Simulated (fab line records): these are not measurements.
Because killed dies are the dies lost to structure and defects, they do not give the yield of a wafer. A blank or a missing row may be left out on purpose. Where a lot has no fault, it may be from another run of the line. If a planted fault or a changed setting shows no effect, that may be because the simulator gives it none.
Which tool was responsible? -- flow n5_finfet -- 24 lots, 72 wafers sampled, at 4 steps of a route of 1938

## WHAT THE GAUGES SHOWED, per wafer
N5_BEOL_M5_CD_MEAS_18: pitch 56 nm, target cd 28 nm. Usual: cd_nm at 27.9 nm, with a standard deviation of 0.35.
lot,measured,on,cd_nm (nm),flag
L074,day 8 18:15,cd_sem-02,27.4 27.8 27.1,
L076,day 8 23:36,cd_sem-02,27.8 27.9 27.7,
L075,day 9 03:13,cd_sem-01,27.9 27.8 27.5,
L077,day 9 00:52,cd_sem-01,28.3 27.9 28.2,
L078,day 9 12:23,cd_sem-01,28.4 28.2 28.2,
L079,day 9 06:46,cd_sem-01,27.6 27.3 27.8,
L080,day 9 12:53,cd_sem-03,28.3 28.0 28.1,
L081,day 10 10:49,cd_sem-02,27.9 27.5 27.7,
L082,day 10 13:51,cd_sem-01,27.9 28.0 27.4,
L083,day 10 17:11,cd_sem-03,28.1 27.5 28.1,
L084,day 10 17:34,cd_sem-02,28.1 28.6 28.4,
L086,day 11 20:18,cd_sem-03,27.4 27.7 27.6,
L088,day 11 20:30,cd_sem-02,27.9 27.8 28.4,
L087,day 11 23:13,cd_sem-02,28.2 28.7 28.4,
L085,day 11 23:22,cd_sem-02,27.5 27.5 27.6,
L090,day 12 01:28,cd_sem-03,27.6 27.6 27.7,
L089,day 12 02:37,cd_sem-02,28.7 28.4 28.1,
L092,day 12 13:24,cd_sem-02,28.4 27.6 27.9,
L091,day 12 20:10,cd_sem-01,28.0 28.4 28.3,
L093,day 13 12:16,cd_sem-03,28.3 28.5 27.8,
L095,day 13 12:33,cd_sem-02,27.9 27.6 28.0,
L094,day 13 13:07,cd_sem-03,28.1 27.4 27.7,
L096,day 14 01:17,cd_sem-03,27.6 28.1 27.2,
L097,day 14 22:59,cd_sem-03,27.9 28.2 27.7,

N5_BEOL_M5_OVL_MEAS_29. Usual: V4_OVL gives -0.5 nm (standard deviation 0.82).
lot,measured,on,V4_OVL (nm),flag
L074,day 8 21:28,overlay-02,-2.3 -1.4 -0.6,
L076,day 9 02:52,overlay-01,0.4 -0.8 -2.2,
L075,day 9 05:11,overlay-01,-1.8 0.0 -1.3,
L077,day 9 03:12,overlay-01,-0.2 0.0 -1.1,
L078,day 9 12:47,overlay-01,-0.1 0.0 0.1,
L079,day 9 10:12,overlay-01,-1.7 -0.1 -0.5,
L080,day 9 13:17,overlay-01,-1.9 -1.5 -0.9,
L081,day 10 12:15,overlay-02,-1.0 -1.6 -1.4,
L082,day 10 14:56,overlay-01,-1.4 -1.0 0.1,
L083,day 10 18:33,overlay-02,-0.2 0.9 -0.5,
L084,day 10 18:44,overlay-02,-1.0 -0.7 -1.8,
L086,day 11 21:29,overlay-02,0.6 1.0 0.2,
L088,day 11 21:42,overlay-02,-0.1 -0.3 0.1,
L087,day 11 23:58,overlay-01,0.0 -0.7 -0.9,
L085,day 12 00:08,overlay-02,-0.5 0.5 -0.3,
L090,day 12 04:49,overlay-01,1.0 0.6 -0.9,
L089,day 12 05:00,overlay-02,-0.1 -0.5 0.0,
L092,day 12 13:53,overlay-01,-0.9 -1.8 -1.8,
L091,day 12 21:28,overlay-02,-1.5 -2.1 -0.9,
L093,day 13 14:51,overlay-02,-0.4 0.1 -0.8,
L095,day 13 14:55,overlay-01,0.6 0.3 0.8,
L094,day 13 15:07,overlay-02,0.2 -0.9 -0.3,
L096,day 14 01:40,overlay-01,-0.3 0.3 0.7,
L097,day 15 00:22,overlay-02,0.0 -0.8 -0.2,

## TOOL THAT RAN EACH LOT (tool first, then ch and the chambers of the sampled wafers, then the start)
lot,N5_BEOL_M4_ETCH_41,N5_BEOL_M5_CURE_79
L074,"rie_diel-01 ch 1,2,3, day 8 15:56 or earlier","uv_cure-03 ch 1, day 8 15:56"
L076,"rie_diel-05 ch 0,1,2, day 8 19:25 or earlier","uv_cure-01 ch 0, day 8 19:25"
L075,"rie_diel-06 ch 0,3, day 9 00:20 or earlier","uv_cure-03 ch 2, day 9 00:20"
L077,"rie_diel-01 ch 1,2, day 8 22:34 or earlier","uv_cure-02 ch 2, day 8 22:34"
L078,"rie_diel-05 ch 1,2,3, day 9 09:36 or earlier","uv_cure-03 ch 0, day 9 09:36"
L079,"rie_diel-06 ch 0,2,3, day 9 04:35 or earlier","uv_cure-03 ch 1, day 9 04:35"
L080,"rie_diel-01 ch 1,2, day 9 10:50 or earlier","uv_cure-03 ch 2, day 9 10:50"
L081,"rie_diel-05 ch 0,1,2, day 10 08:21 or earlier","uv_cure-02 ch 1, day 10 08:21"
L082,"rie_diel-01 ch 0,1,3, day 10 11:59 or earlier","uv_cure-03 ch 1, day 10 11:59"
L083,"rie_diel-01 ch 0,2,3, day 10 14:32 or earlier","uv_cure-01 ch 1, day 10 14:32"
L084,"rie_diel-05 ch 0,3, day 10 14:53 or earlier","uv_cure-02 ch 1, day 10 14:53"
L086,"rie_diel-05 ch 0,3, day 11 18:20 or earlier","uv_cure-01 ch 1, day 11 18:20"
L088,"rie_diel-01 ch 2,3, day 11 18:43 or earlier","uv_cure-02 ch 1, day 11 18:43"
L087,"rie_diel-05 ch 0,3, day 11 20:21 or earlier","uv_cure-01 ch 0, day 11 20:21"
L085,"rie_diel-05 ch 0,1,3, day 11 21:19 or earlier","uv_cure-03 ch 1, day 11 21:19"
L090,"rie_diel-01 ch 0,2,3, day 11 23:43 or earlier","uv_cure-03 ch 2, day 11 23:43"
L089,"rie_diel-05 ch 1,3, day 12 00:18 or earlier","uv_cure-02 ch 1, day 12 00:18"
L092,"rie_diel-01 ch 0,3, day 12 11:14 or earlier","uv_cure-01 ch 0, day 12 11:14"
L091,"rie_diel-06 ch 0,1,3, day 12 17:17 or earlier","uv_cure-02 ch 2, day 12 17:17"
L093,"rie_diel-01 ch 1,2,3, day 13 09:43 or earlier","uv_cure-02 ch 1, day 13 09:43"
L095,"rie_diel-05 ch 0,1,3, day 13 10:21 or earlier","uv_cure-01 ch 1, day 13 10:21"
L094,"rie_diel-01 ch 0,1,3, day 13 10:56 or earlier","uv_cure-02 ch 2, day 13 10:56"
L096,"rie_diel-01 ch 1,2,3, day 13 22:22 or earlier","uv_cure-03 ch 2, day 13 22:22"
L097,"rie_diel-06 ch 0,1, day 14 21:05 or earlier","uv_cure-01 ch 2, day 14 21:05"
- N5_BEOL_M4_ETCH_41: etches SiCN in CH3F/O2, target depth 29.9 nm, time 52.5 s.
- N5_BEOL_M5_CURE_79: cures SiCOH lowk, time 240 s.

## WHAT THE TOOLS THEMSELVES READ (means of the sampled wafers that have a number; where no wafer has one, the mark that the record gives instead)
N5_BEOL_M4_ETCH_41. Usual: chamber_pressure_mTorr 30.00 mTorr, standard deviation 0.036; drypump_motor_current_A 5.9 A, standard deviation 0.58; oes_product_au 0.79 a.u., standard deviation 0.1; rf_vpp_V 297.2 V, standard deviation 1.7; showerhead_plenum_p_Torr 1.99 Torr, standard deviation 0.071; throttle_valve_pct 16.27 %, standard deviation 0.26.
lot,tool,chamber_pressure_mTorr (mTorr),drypump_motor_current_A (A),oes_product_au (a.u.),rf_vpp_V (V),showerhead_plenum_p_Torr (Torr),throttle_valve_pct (%),flag
L074,rie_diel-01,29.97,6.0,0.73,297.2,2.00,16.37,
L076,rie_diel-05,29.99,5.6,0.76,298.3,2.00,16.35,
L075,rie_diel-06,30.03,5.9,0.74,295.8,1.92,16.42,
L077,rie_diel-01,29.99,5.8,0.74,298.2,1.98,16.44,
L078,rie_diel-05,30.02,6.1,0.77,295.9,1.95,16.40,
L079,rie_diel-06,29.98,5.5,0.77,296.2,1.92,16.25,
L080,rie_diel-01,30.01,5.8,0.73,297.4,1.98,16.44,
L081,rie_diel-05,30.01,5.6,0.75,297.0,2.00,16.39,
L082,rie_diel-01,30.03,5.8,0.88,298.4,2.05,16.10,
L083,rie_diel-01,29.98,6.3,0.88,298.5,2.05,16.01,
L084,rie_diel-05,29.99,6.2,0.69,296.0,1.94,16.47,
L086,rie_diel-05,30.00,5.7,0.66,297.6,1.99,16.46,
L088,rie_diel-01,29.99,6.2,0.89,297.8,2.02,16.05,
L087,rie_diel-05,30.03,5.7,0.67,297.7,1.98,16.46,
L085,rie_diel-05,29.90,6.0,0.72,296.9,1.95,16.46,
L090,rie_diel-01,30.00,6.3,0.87,297.8,2.05,16.02,
L089,rie_diel-05,30.01,6.3,0.77,295.6,1.92,16.47,
L092,rie_diel-01,30.02,6.1,0.92,298.9,2.09,15.90,
L091,rie_diel-06,30.00,5.7,0.77,296.2,1.95,16.26,
L093,rie_diel-01,30.01,6.0,0.77,297.2,1.99,16.29,
L095,rie_diel-05,29.98,6.0,0.82,296.1,1.95,16.31,
L094,rie_diel-01,30.01,5.8,0.82,299.2,2.04,16.15,
L096,rie_diel-01,29.99,6.0,0.78,297.0,1.99,16.29,
L097,rie_diel-06,30.01,6.0,0.80,295.9,1.98,16.18,

N5_BEOL_M5_CURE_79. Usual: lamp_power_pct 52.31 %, standard deviation 0.055; wafer_temp_C_max 386.7, standard deviation 0.51.
lot,tool,lamp_power_pct (%),wafer_temp_C_max,flag
L074,uv_cure-03,52.28,386.3,
L076,uv_cure-01,52.34,386.8,
L075,uv_cure-03,52.34,386.6,
L077,uv_cure-02,52.25,386.0,
L078,uv_cure-03,52.31,386.9,
L079,uv_cure-03,52.34,386.7,
L080,uv_cure-03,52.30,386.7,
L081,uv_cure-02,52.39,386.6,
L082,uv_cure-03,52.32,386.6,
L083,uv_cure-01,52.31,387.5,
L084,uv_cure-02,52.32,387.0,
L086,uv_cure-01,52.31,387.6,
L088,uv_cure-02,52.33,386.9,
L087,uv_cure-01,52.30,386.7,
L085,uv_cure-03,52.29,386.5,
L090,uv_cure-03,52.24,386.9,
L089,uv_cure-02,52.31,386.6,
L092,uv_cure-01,52.27,386.5,
L091,uv_cure-02,52.26,386.0,
L093,uv_cure-02,52.31,386.8,
L095,uv_cure-01,52.36,387.3,
L094,uv_cure-02,52.27,386.2,
L096,uv_cure-03,52.31,386.6,
L097,uv_cure-01,52.32,385.8,

## THE ANSWER, worked out from the rows above alone
Rule: take the mean of a lot's wafers that have a number; if it is more than 3 standard deviations from the usual mean, the lot is off. A lot without any number at a reading at which 4 lots or more have one is off too. Any other lot the step has rows for is counted as sound. The gauges are gone through in route order, then the tools' own readings, and for those a lot's mean is taken as printed above. The first step at which some lot is off is used, and at that step the reading that is off furthest; a lot without a number counts as furthest.
None of the lots is off at any reading shown; this tells nothing.

## WHAT THE SIMULATOR PUT IN
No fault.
